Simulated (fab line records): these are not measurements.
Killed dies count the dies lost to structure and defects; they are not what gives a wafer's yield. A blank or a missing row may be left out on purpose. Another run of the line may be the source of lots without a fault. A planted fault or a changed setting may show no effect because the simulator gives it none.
fab line records :: flow n5Finfet :: part 2 of 2: steps 20 to 29 of 29
[record]
  lots = 5
  wafers = 15
  lastDay = 17
route steps=1938 shown FIN_SAQP@138 FIN_CUT@154
lots untouched by any fault: they come from a run of this same line in which no faults occurred
startH: start of the lot's first displayed wafer, in hours after the record's first day :: waitH: hours from the lot's prior step to this one :: " as in the row above :: L1.1+2: several wafers, shown together as one row :: - no value present, or no start provided :: * or withheld: withheld :: < > ~ a bound
route shown NAME@n: a module of which the file shows steps, and the number in the route of the first :: usual: the fault-free wafers' mean and standard deviation :: same: alike in all rows :: chamber/n: place in a boat :: sites: per-site readings :: _std_site: how widely they spread, as a standard deviation :: _edge_site: the outer-site mean with the inner-site mean subtracted :: radiusMm: for every site, how far away it sits from the centre of the wafer :: mask NAME#n: copy n :: behind: the tool/chamber that last shaped the wafer :: hold: reason for holding the lot/hours on hold/outcome of the hold :: device: which transistor (n, p or np) failed to switch :: end of line: the route-end tests of the same wafers :: a step given without rows: its recipe and nothing more :: killed: at the first sort, the dies lost to defects and structure; wafer yield is something else :: map: the dies of a wafer, with x for killed, . for not killed, _ for no die there
set.NAME: the setting that was run; set.NAME@STEP: the one run at that earlier step :: model.NAME: the simulator's own value behind a step, which no gauge read
lots at some steps of the route; a table a step, a row a wafer
services: from which hour (startH, from the record's first day; less than 0 if before it) a tool's chamber was out of use, for how many hours, and why
[[steps]]
[step N5_FIN_CUT_COAT_02]
[recipe]
  resist = CAR-EUV
  spinRpm = 1500
  resistThkNm = 30
[usual]
  exhaustPa = 44.9/0.86
lot.wafer: L076.1
tool: lithoTrack-02
chamber: 0
startH: -
waitH: -
exhaustPa: 45.3

lot.wafer: L076.2
tool: lithoTrack-02
chamber: 0
startH: -
waitH: -
exhaustPa: 44.9

lot.wafer: L076.5
tool: lithoTrack-02
chamber: 0
startH: -
waitH: -
exhaustPa: 43.9

lot.wafer: L078.3
tool: lithoTrack-03
chamber: 0
startH: -
waitH: -
exhaustPa: 44.7

lot.wafer: L078.4
tool: lithoTrack-03
chamber: 0
startH: -
waitH: -
exhaustPa: 43.8

lot.wafer: L078.6
tool: lithoTrack-03
chamber: 0
startH: -
waitH: -
exhaustPa: 43.0

lot.wafer: L088.2
tool: lithoTrack-02
chamber: 0
startH: -
waitH: -
exhaustPa: 46.6

lot.wafer: L088.3
tool: lithoTrack-02
chamber: 0
startH: -
waitH: -
exhaustPa: 45.3

lot.wafer: L088.4
tool: lithoTrack-02
chamber: 0
startH: -
waitH: -
exhaustPa: 46.8

lot.wafer: L093.1
tool: lithoTrack-03
chamber: 0
startH: -
waitH: -
exhaustPa: 45.0

lot.wafer: L093.3
tool: lithoTrack-03
chamber: 0
startH: -
waitH: -
exhaustPa: 44.7

lot.wafer: L093.4
tool: lithoTrack-03
chamber: 0
startH: -
waitH: -
exhaustPa: 46.0

lot.wafer: L097.1
tool: lithoTrack-03
chamber: 0
startH: -
waitH: -
exhaustPa: 44.5

lot.wafer: L097.3
tool: lithoTrack-03
chamber: 0
startH: -
waitH: -
exhaustPa: 44.8

lot.wafer: L097.6
tool: lithoTrack-03
chamber: 0
startH: -
waitH: -
exhaustPa: 44.7
[step N5_FIN_CUT_EBR_04]
[recipe]
  solvent = PGMEA
  ebrWidthMm = 1.5
[usual]
  exhaustPa = 44.9/0.94
lot.wafer: L076.1
tool: lithoTrack-02
chamber: 0
startH: -
waitH: -
exhaustPa: 44.7

lot.wafer: L076.2
tool: lithoTrack-02
chamber: 0
startH: -
waitH: -
exhaustPa: 45.2

lot.wafer: L076.5
tool: lithoTrack-02
chamber: 0
startH: -
waitH: -
exhaustPa: 46.3

lot.wafer: L078.3
tool: lithoTrack-03
chamber: 0
startH: -
waitH: -
exhaustPa: 43.4

lot.wafer: L078.4
tool: lithoTrack-03
chamber: 0
startH: -
waitH: -
exhaustPa: 43.3

lot.wafer: L078.6
tool: lithoTrack-03
chamber: 0
startH: -
waitH: -
exhaustPa: 43.7

lot.wafer: L088.2
tool: lithoTrack-02
chamber: 0
startH: -
waitH: -
exhaustPa: 43.7

lot.wafer: L088.3
tool: lithoTrack-02
chamber: 0
startH: -
waitH: -
exhaustPa: 44.1

lot.wafer: L088.4
tool: lithoTrack-02
chamber: 0
startH: -
waitH: -
exhaustPa: 45.3

lot.wafer: L093.1
tool: lithoTrack-03
chamber: 0
startH: -
waitH: -
exhaustPa: 44.3

lot.wafer: L093.3
tool: lithoTrack-03
chamber: 0
startH: -
waitH: -
exhaustPa: 44.8

lot.wafer: L093.4
tool: lithoTrack-03
chamber: 0
startH: -
waitH: -
exhaustPa: 44.2

lot.wafer: L097.1
tool: lithoTrack-03
chamber: 0
startH: -
waitH: -
exhaustPa: 44.4

lot.wafer: L097.3
tool: lithoTrack-03
chamber: 0
startH: -
waitH: -
exhaustPa: 45.5

lot.wafer: L097.6
tool: lithoTrack-03
chamber: 0
startH: -
waitH: -
exhaustPa: 44.7
[step N5_FIN_CUT_SOFTBAKE_03]
[recipe]
  tempC = 110
  timeS = 60
  resist = CAR-EUV
[usual]
  exhaustPa = 45.0/0.78
lot.wafer: L076.1
tool: lithoTrack-02
chamber: 0
startH: -
waitH: -
exhaustPa: 43.8

lot.wafer: L076.2
tool: lithoTrack-02
chamber: 0
startH: -
waitH: -
exhaustPa: 44.4

lot.wafer: L076.5
tool: lithoTrack-02
chamber: 0
startH: -
waitH: -
exhaustPa: 45.1

lot.wafer: L078.3
tool: lithoTrack-03
chamber: 0
startH: -
waitH: -
exhaustPa: 45.4

lot.wafer: L078.4
tool: lithoTrack-03
chamber: 0
startH: -
waitH: -
exhaustPa: 46.1

lot.wafer: L078.6
tool: lithoTrack-03
chamber: 0
startH: -
waitH: -
exhaustPa: 45.9

lot.wafer: L088.2
tool: lithoTrack-02
chamber: 0
startH: -
waitH: -
exhaustPa: 44.6

lot.wafer: L088.3
tool: lithoTrack-02
chamber: 0
startH: -
waitH: -
exhaustPa: 44.3

lot.wafer: L088.4
tool: lithoTrack-02
chamber: 0
startH: -
waitH: -
exhaustPa: 45.5

lot.wafer: L093.1
tool: lithoTrack-03
chamber: 0
startH: -
waitH: -
exhaustPa: 43.3

lot.wafer: L093.3
tool: lithoTrack-03
chamber: 0
startH: -
waitH: -
exhaustPa: 44.8

lot.wafer: L093.4
tool: lithoTrack-03
chamber: 0
startH: -
waitH: -
exhaustPa: 44.3

lot.wafer: L097.1
tool: lithoTrack-03
chamber: 0
startH: -
waitH: -
exhaustPa: 45.5

lot.wafer: L097.3
tool: lithoTrack-03
chamber: 0
startH: -
waitH: -
exhaustPa: 46.2

lot.wafer: L097.6
tool: lithoTrack-03
chamber: 0
startH: -
waitH: -
exhaustPa: 45.6
[step N5_FIN_CUT_EXPOSE_05]
[recipe]
  maskId = FIN_CUT
  na = 0.33
  sourceShape = annular
  sigmaInner = 0.35
  sigmaOuter = 0.8
  polarization = unpolarized
  doseMj = 45.75
[usual]
  reticleTempC = 23.01/0.1
lot.wafer: L076.1
tool: euvScanner-01
chamber: 0
startH: 45.13
waitH: -
mask: FIN_CUT#0
reticleTempC: 22.92

lot.wafer: L076.2
tool: euvScanner-01
chamber: 0
startH: 45.13
waitH: -
mask: FIN_CUT#0
reticleTempC: 23.05

lot.wafer: L076.5
tool: euvScanner-01
chamber: 0
startH: 45.13
waitH: -
mask: FIN_CUT#0
reticleTempC: 23.12

lot.wafer: L078.3
tool: euvScanner-02
chamber: 0
startH: 50.70
waitH: -
mask: FIN_CUT#0
reticleTempC: 23.02

lot.wafer: L078.4
tool: euvScanner-02
chamber: 0
startH: 50.70
waitH: -
mask: FIN_CUT#0
reticleTempC: 23.01

lot.wafer: L078.6
tool: euvScanner-02
chamber: 0
startH: 50.70
waitH: -
mask: FIN_CUT#0
reticleTempC: 23.13

lot.wafer: L088.2
tool: euvScanner-02
chamber: 0
startH: 114.59
waitH: -
mask: FIN_CUT#0
reticleTempC: 22.89

lot.wafer: L088.3
tool: euvScanner-02
chamber: 0
startH: 114.59
waitH: -
mask: FIN_CUT#0
reticleTempC: 23.04

lot.wafer: L088.4
tool: euvScanner-02
chamber: 0
startH: 114.59
waitH: -
mask: FIN_CUT#0
reticleTempC: 23.16

lot.wafer: L093.1
tool: euvScanner-01
chamber: 0
startH: 141.61
waitH: -
mask: FIN_CUT#0
reticleTempC: 23.08

lot.wafer: L093.3
tool: euvScanner-01
chamber: 0
startH: 141.61
waitH: -
mask: FIN_CUT#0
reticleTempC: 23.09

lot.wafer: L093.4
tool: euvScanner-01
chamber: 0
startH: 141.61
waitH: -
mask: FIN_CUT#0
reticleTempC: 23.02

lot.wafer: L097.1
tool: euvScanner-01
chamber: 0
startH: 166.06
waitH: -
mask: FIN_CUT#0
reticleTempC: 22.79

lot.wafer: L097.3
tool: euvScanner-01
chamber: 0
startH: 166.06
waitH: -
mask: FIN_CUT#0
reticleTempC: 22.96

lot.wafer: L097.6
tool: euvScanner-01
chamber: 0
startH: 166.06
waitH: -
mask: FIN_CUT#0
reticleTempC: 22.94
[step N5_FIN_CUT_PEB_06]
[recipe]
  pebTempC = 100
  pebTimeS = 60
  resist = CAR-EUV
[usual]
  exhaustPa = 45.1/0.88
lot.wafer: L076.1
tool: lithoTrack-05
chamber: 0
startH: 45.20
waitH: 0.1
exhaustPa: 44.8

lot.wafer: L076.2
tool: lithoTrack-05
chamber: 0
startH: 45.20
waitH: 0.1
exhaustPa: 44.3

lot.wafer: L076.5
tool: lithoTrack-05
chamber: 0
startH: 45.20
waitH: 0.1
exhaustPa: 44.3

lot.wafer: L078.3
tool: lithoTrack-02
chamber: 0
startH: 50.76
waitH: 0.0
exhaustPa: 46.5

lot.wafer: L078.4
tool: lithoTrack-02
chamber: 0
startH: 50.76
waitH: 0.0
exhaustPa: 44.6

lot.wafer: L078.6
tool: lithoTrack-02
chamber: 0
startH: 50.76
waitH: 0.0
exhaustPa: 45.4

lot.wafer: L088.2
tool: lithoTrack-02
chamber: 0
startH: 114.65
waitH: 0.1
exhaustPa: 45.6

lot.wafer: L088.3
tool: lithoTrack-02
chamber: 0
startH: 114.65
waitH: 0.1
exhaustPa: 44.7

lot.wafer: L088.4
tool: lithoTrack-02
chamber: 0
startH: 114.65
waitH: 0.1
exhaustPa: 44.1

lot.wafer: L093.1
tool: lithoTrack-03
chamber: 0
startH: 141.68
waitH: 0.1
exhaustPa: 46.8

lot.wafer: L093.3
tool: lithoTrack-03
chamber: 0
startH: 141.68
waitH: 0.1
exhaustPa: 46.5

lot.wafer: L093.4
tool: lithoTrack-03
chamber: 0
startH: 141.68
waitH: 0.1
exhaustPa: 46.9

lot.wafer: L097.1
tool: lithoTrack-02
chamber: 0
startH: 166.13
waitH: 0.1
exhaustPa: 44.3

lot.wafer: L097.3
tool: lithoTrack-02
chamber: 0
startH: 166.13
waitH: 0.1
exhaustPa: 45.7

lot.wafer: L097.6
tool: lithoTrack-02
chamber: 0
startH: 166.13
waitH: 0.1
exhaustPa: 43.1
[step N5_FIN_CUT_DEVELOP_07]
[recipe]
  developTimeS = 30
  developer = TMAH
  resist = CAR-EUV
  rinseLiquid = surfactantRinse
  dry = airSpin
  devTempC = 23
[usual]
  exhaustPa = 45.2/1
[same]
  developTimeS = 30
lot.wafer: L076.1
tool: lithoTrack-05
chamber: 0
startH: -
waitH: -
exhaustPa: 45.5

lot.wafer: L076.2
tool: lithoTrack-05
chamber: 0
startH: -
waitH: -
exhaustPa: 44.5

lot.wafer: L076.5
tool: lithoTrack-05
chamber: 0
startH: -
waitH: -
exhaustPa: 44.4

lot.wafer: L078.3
tool: lithoTrack-02
chamber: 0
startH: -
waitH: -
exhaustPa: 45.4

lot.wafer: L078.4
tool: lithoTrack-02
chamber: 0
startH: -
waitH: -
exhaustPa: 44.0

lot.wafer: L078.6
tool: lithoTrack-02
chamber: 0
startH: -
waitH: -
exhaustPa: 45.3

lot.wafer: L088.2
tool: lithoTrack-02
chamber: 0
startH: -
waitH: -
exhaustPa: 45.2

lot.wafer: L088.3
tool: lithoTrack-02
chamber: 0
startH: -
waitH: -
exhaustPa: 43.3

lot.wafer: L088.4
tool: lithoTrack-02
chamber: 0
startH: -
waitH: -
exhaustPa: 44.9

lot.wafer: L093.1
tool: lithoTrack-03
chamber: 0
startH: -
waitH: -
exhaustPa: 43.2

lot.wafer: L093.3
tool: lithoTrack-03
chamber: 0
startH: -
waitH: -
exhaustPa: 43.5

lot.wafer: L093.4
tool: lithoTrack-03
chamber: 0
startH: -
waitH: -
exhaustPa: 43.9

lot.wafer: L097.1
tool: lithoTrack-02
chamber: 0
startH: -
waitH: -
exhaustPa: 45.5

lot.wafer: L097.3
tool: lithoTrack-02
chamber: 0
startH: -
waitH: -
exhaustPa: 45.3

lot.wafer: L097.6
tool: lithoTrack-02
chamber: 0
startH: -
waitH: -
exhaustPa: 46.4
[step N5_FIN_CUT_CD_MEAS_08]
[recipe]
  targetCdNm = 29.1
  landingEnergyEv = 500
  detector = seInlens
  polarity = opening
[usual]
  cdNm = 29.08/0.2
lot.wafer: L076.1
tool: cdSem-02
chamber: 0
startH: 45.27
waitH: -
cdNm: 29.03

lot.wafer: L076.2
tool: cdSem-02
chamber: 0
startH: 45.27
waitH: -
cdNm: 28.91

lot.wafer: L076.5
tool: cdSem-02
chamber: 0
startH: 45.27
waitH: -
cdNm: 28.63

lot.wafer: L078.3
tool: cdSem-01
chamber: 0
startH: 50.82
waitH: -
cdNm: 29.00

lot.wafer: L078.4
tool: cdSem-01
chamber: 0
startH: 50.82
waitH: -
cdNm: 29.03

lot.wafer: L078.6
tool: cdSem-01
chamber: 0
startH: 50.82
waitH: -
cdNm: 28.90

lot.wafer: L088.2
tool: cdSem-03
chamber: 0
startH: 114.72
waitH: -
cdNm: 29.14

lot.wafer: L088.3
tool: cdSem-03
chamber: 0
startH: 114.72
waitH: -
cdNm: 29.11

lot.wafer: L088.4
tool: cdSem-03
chamber: 0
startH: 114.72
waitH: -
cdNm: 28.56

lot.wafer: L093.1
tool: cdSem-01
chamber: 0
startH: 141.74
waitH: -
cdNm: 29.27

lot.wafer: L093.3
tool: cdSem-01
chamber: 0
startH: 141.74
waitH: -
cdNm: 29.16

lot.wafer: L093.4
tool: cdSem-01
chamber: 0
startH: 141.74
waitH: -
cdNm: 28.84

lot.wafer: L097.1
tool: cdSem-03
chamber: 0
startH: 166.20
waitH: -
cdNm: 29.09

lot.wafer: L097.3
tool: cdSem-03
chamber: 0
startH: 166.20
waitH: -
cdNm: 29.06

lot.wafer: L097.6
tool: cdSem-03
chamber: 0
startH: 166.20
waitH: -
cdNm: 29.60
[step N5_FIN_CUT_OVL_MEAS_09]
[recipe]
  pointsPerWafer = 522
[usual]
  FIN_CUT_OVL = -0.2/0.7
lot.wafer: L076.1
tool: overlay-02
chamber: 0
startH: 45.30
waitH: 0.0
FIN_CUT_OVL[nm]: -0.4

lot.wafer: L076.2
tool: overlay-02
chamber: 0
startH: 45.30
waitH: 0.0
FIN_CUT_OVL[nm]: -0.3

lot.wafer: L076.5
tool: overlay-02
chamber: 0
startH: 45.30
waitH: 0.0
FIN_CUT_OVL[nm]: 0.7

lot.wafer: L078.3
tool: overlay-02
chamber: 0
startH: 50.86
waitH: 0.0
FIN_CUT_OVL[nm]: -0.2

lot.wafer: L078.4
tool: overlay-02
chamber: 0
startH: 50.86
waitH: 0.0
FIN_CUT_OVL[nm]: -0.7

lot.wafer: L078.6
tool: overlay-02
chamber: 0
startH: 50.86
waitH: 0.0
FIN_CUT_OVL[nm]: 0.6

lot.wafer: L088.2
tool: overlay-01
chamber: 0
startH: 114.75
waitH: 0.0
FIN_CUT_OVL[nm]: 0.0

lot.wafer: L088.3
tool: overlay-01
chamber: 0
startH: 114.75
waitH: 0.0
FIN_CUT_OVL[nm]: 0.7

lot.wafer: L088.4
tool: overlay-01
chamber: 0
startH: 114.75
waitH: 0.0
FIN_CUT_OVL[nm]: 0.8

lot.wafer: L093.1
tool: overlay-01
chamber: 0
startH: 141.77
waitH: 0.0
FIN_CUT_OVL[nm]: -0.4

lot.wafer: L093.3
tool: overlay-01
chamber: 0
startH: 141.77
waitH: 0.0
FIN_CUT_OVL[nm]: 0.2

lot.wafer: L093.4
tool: overlay-01
chamber: 0
startH: 141.77
waitH: 0.0
FIN_CUT_OVL[nm]: -0.3

lot.wafer: L097.1
tool: overlay-01
chamber: 0
startH: 166.23
waitH: 0.0
FIN_CUT_OVL[nm]: -0.2

lot.wafer: L097.3
tool: overlay-01
chamber: 0
startH: 166.23
waitH: 0.0
FIN_CUT_OVL[nm]: 0.6

lot.wafer: L097.6
tool: overlay-01
chamber: 0
startH: 166.23
waitH: 0.0
FIN_CUT_OVL[nm]: 0.8
[step N5_FIN_CUT_INSPECT_10]
[recipe]
  mode = adi
  inspectInstrument = brightfield
[usual]
  rawDefectCount = 41/10
lot.wafer: L076.1
tool: defectInspect-01
chamber: -
startH: 45.36
waitH: 0.1
rawDefectCount: 53

lot.wafer: L076.2
tool: defectInspect-01
chamber: -
startH: 45.36
waitH: 0.1
rawDefectCount: 39

lot.wafer: L076.5
tool: defectInspect-01
chamber: -
startH: 45.36
waitH: 0.1
rawDefectCount: 45

lot.wafer: L078.3
tool: defectInspect-02
chamber: -
startH: 50.91
waitH: 0.0
rawDefectCount: 26

lot.wafer: L078.4
tool: defectInspect-02
chamber: -
startH: 50.91
waitH: 0.0
rawDefectCount: 34

lot.wafer: L078.6
tool: defectInspect-02
chamber: -
startH: 50.91
waitH: 0.0
rawDefectCount: 31

lot.wafer: L088.2
tool: defectInspect-01
chamber: -
startH: 114.81
waitH: 0.0
rawDefectCount: 43

lot.wafer: L088.3
tool: defectInspect-01
chamber: -
startH: 114.81
waitH: 0.0
rawDefectCount: 41

lot.wafer: L088.4
tool: defectInspect-01
chamber: -
startH: 114.81
waitH: 0.0
rawDefectCount: 54

lot.wafer: L093.1
tool: defectInspect-02
chamber: -
startH: 141.83
waitH: 0.1
rawDefectCount: 55

lot.wafer: L093.3
tool: defectInspect-02
chamber: -
startH: 141.83
waitH: 0.1
rawDefectCount: 32

lot.wafer: L093.4
tool: defectInspect-02
chamber: -
startH: 141.83
waitH: 0.1
rawDefectCount: 59

lot.wafer: L097.1
tool: defectInspect-01
chamber: -
startH: 166.29
waitH: 0.1
rawDefectCount: 56

lot.wafer: L097.3
tool: defectInspect-01
chamber: -
startH: 166.29
waitH: 0.1
rawDefectCount: 35

lot.wafer: L097.6
tool: defectInspect-01
chamber: -
startH: 166.29
waitH: 0.1
rawDefectCount: 76
[step N5_FIN_CUT_DESCUM_13]
[recipe]
  chemistry = O2
  timeS = 7
  sourcePowerW = 50
  biasPowerW = 20
  pressureMtorr = 20
  rfFrequencyHz = 2.712e+07
  tempC = 40
  resist = CAR-EUV
  o2FlowSccm = 225
[usual]
  drypumpMotorCurrentA = 5.6/0.42
  oesProductAu = 0.78/0.088
  rfVppV = 243.1/1.4
  showerheadPlenumPTorr = 2.10/0.081
  throttleValvePct = 20.47/0.29
lot.wafer: L076.1
tool: rieDiel-05
chamber: 2
startH: 45.39
waitH: 0.0
drypumpMotorCurrentA: 5.8
oesProductAu: 0.79
rfHoursCounterH: 96
rfVppV: 242.8
showerheadPlenumPTorr: 2.13
throttleValvePct: 20.68

lot.wafer: L076.2
tool: rieDiel-05
chamber: 1
startH: 45.39
waitH: 0.0
drypumpMotorCurrentA: 5.5
oesProductAu: 0.78
rfHoursCounterH: 123
rfVppV: 242.2
showerheadPlenumPTorr: 2.03
throttleValvePct: 20.20

lot.wafer: L076.5
tool: rieDiel-05
chamber: 1
startH: 45.39
waitH: 0.0
drypumpMotorCurrentA: 5.5
oesProductAu: 0.77
rfHoursCounterH: -
rfVppV: 242.2
showerheadPlenumPTorr: 2.03
throttleValvePct: 20.20

lot.wafer: L078.3
tool: rieDiel-04
chamber: 0
startH: 50.94
waitH: 0.0
drypumpMotorCurrentA: 6.3
oesProductAu: 0.94
rfHoursCounterH: 4
rfVppV: 241.5
showerheadPlenumPTorr: 2.04
throttleValvePct: 20.43

lot.wafer: L078.4
tool: rieDiel-04
chamber: 1
startH: 50.94
waitH: 0.0
drypumpMotorCurrentA: 5.0
oesProductAu: 0.71
rfHoursCounterH: -
rfVppV: 242.3
showerheadPlenumPTorr: 2.06
throttleValvePct: 20.35

lot.wafer: L078.6
tool: rieDiel-04
chamber: 2
startH: 50.94
waitH: 0.0
drypumpMotorCurrentA: 5.0
oesProductAu: 0.76
rfHoursCounterH: -
rfVppV: 243.1
showerheadPlenumPTorr: 2.00
throttleValvePct: 20.30

lot.wafer: L088.2
tool: rieDiel-04
chamber: 3
startH: 114.96
waitH: 0.1
drypumpMotorCurrentA: 5.4
oesProductAu: 0.92
rfHoursCounterH: 14
rfVppV: 244.3
showerheadPlenumPTorr: 2.24
throttleValvePct: 19.90

lot.wafer: L088.3
tool: rieDiel-04
chamber: 1
startH: 114.96
waitH: 0.1
drypumpMotorCurrentA: 5.0
oesProductAu: 0.69
rfHoursCounterH: 214
rfVppV: 241.8
showerheadPlenumPTorr: 2.05
throttleValvePct: 20.39

lot.wafer: L088.4
tool: rieDiel-04
chamber: 0
startH: 114.96
waitH: 0.1
drypumpMotorCurrentA: 6.3
oesProductAu: 0.89
rfHoursCounterH: 25
rfVppV: 242.9
showerheadPlenumPTorr: 2.03
throttleValvePct: 20.46

lot.wafer: L093.1
tool: rieDiel-03
chamber: 1
startH: 142.13
waitH: 0.3
drypumpMotorCurrentA: 4.9
oesProductAu: 0.67
rfHoursCounterH: 250
rfVppV: 244.2
showerheadPlenumPTorr: 2.15
throttleValvePct: 20.66

lot.wafer: L093.3
tool: rieDiel-03
chamber: 3
startH: 142.13
waitH: 0.3
drypumpMotorCurrentA: 5.9
oesProductAu: 0.95
rfHoursCounterH: 6
rfVppV: 244.0
showerheadPlenumPTorr: 2.14
throttleValvePct: 20.27

lot.wafer: L093.4
tool: rieDiel-03
chamber: 2
startH: 142.13
waitH: 0.3
drypumpMotorCurrentA: 6.0
oesProductAu: 0.72
rfHoursCounterH: 203
rfVppV: 242.5
showerheadPlenumPTorr: 1.99
throttleValvePct: 20.38

lot.wafer: L097.1
tool: rieDiel-05
chamber: 2
startH: 166.33
waitH: 0.0
drypumpMotorCurrentA: 5.8
oesProductAu: 0.75
rfHoursCounterH: 136
rfVppV: 243.6
showerheadPlenumPTorr: 2.12
throttleValvePct: 20.72

lot.wafer: L097.3
tool: rieDiel-05
chamber: 1
startH: 166.33
waitH: 0.0
drypumpMotorCurrentA: 5.5
oesProductAu: 0.75
rfHoursCounterH: 163
rfVppV: 241.6
showerheadPlenumPTorr: 2.01
throttleValvePct: 20.26

lot.wafer: L097.6
tool: rieDiel-05
chamber: 2
startH: 166.33
waitH: 0.0
drypumpMotorCurrentA: 5.8
oesProductAu: 0.74
rfHoursCounterH: -
rfVppV: 243.1
showerheadPlenumPTorr: 2.12
throttleValvePct: 20.73
[[services]]
tool: euvScanner-01
chamber: -
startH: 26.40
hours: 1.0
kind: pm

tool: rieDiel-06
chamber: 0
startH: 29.58
hours: 8.5
kind: repair

tool: rieDiel-06
chamber: -
startH: 31.87
hours: 2.8
kind: pm

tool: euvScanner-02
chamber: -
startH: 44.33
hours: 4.6
kind: pm

tool: euvScanner-01
chamber: -
startH: 48.93
hours: 4.6
kind: pm

tool: aldSin-04
chamber: 0
startH: 61.54
hours: 4.6
kind: repair

tool: euvScanner-02
chamber: -
startH: 69.23
hours: 1.0
kind: pm

tool: aldSin-01
chamber: 0
startH: 70.17
hours: 24.0
kind: repair

tool: aldSin-03
chamber: 1
startH: 70.58
hours: 1.9
kind: repair

tool: rieSi-04
chamber: 1
startH: 75.23
hours: 28.2
kind: repair

tool: rieSi-02
chamber: 3
startH: 75.35
hours: 4.4
kind: repair

tool: euvScanner-01
chamber: -
startH: 82.55
hours: 1.0
kind: pm

tool: rieDiel-01
chamber: -
startH: 86.10
hours: 14.6
kind: pm

tool: rieDiel-06
chamber: 0
startH: 89.21
hours: 9.2
kind: repair

tool: wetBench-01
chamber: -
startH: 94.55
hours: 5.9
kind: repair

tool: rieSi-02
chamber: -
startH: 102.08
hours: 2.8
kind: pm

tool: rieSi-02
chamber: 3
startH: 109.28
hours: 2.6
kind: repair

tool: aldSin-03
chamber: 2
startH: 121.08
hours: 6.2
kind: repair

tool: euvScanner-02
chamber: -
startH: 125.38
hours: 1.0
kind: pm

tool: euvScanner-01
chamber: -
startH: 138.70
hours: 1.0
kind: pm

tool: aldSin-03
chamber: 1
startH: 147.61
hours: 3.5
kind: repair

tool: aldSin-03
chamber: -
startH: 151.62
hours: 0.4
kind: repair

tool: rieSi-04
chamber: -
startH: 155.95
hours: 2.8
kind: pm

tool: euvScanner-02
chamber: -
startH: 159.97
hours: 0.4
kind: repair
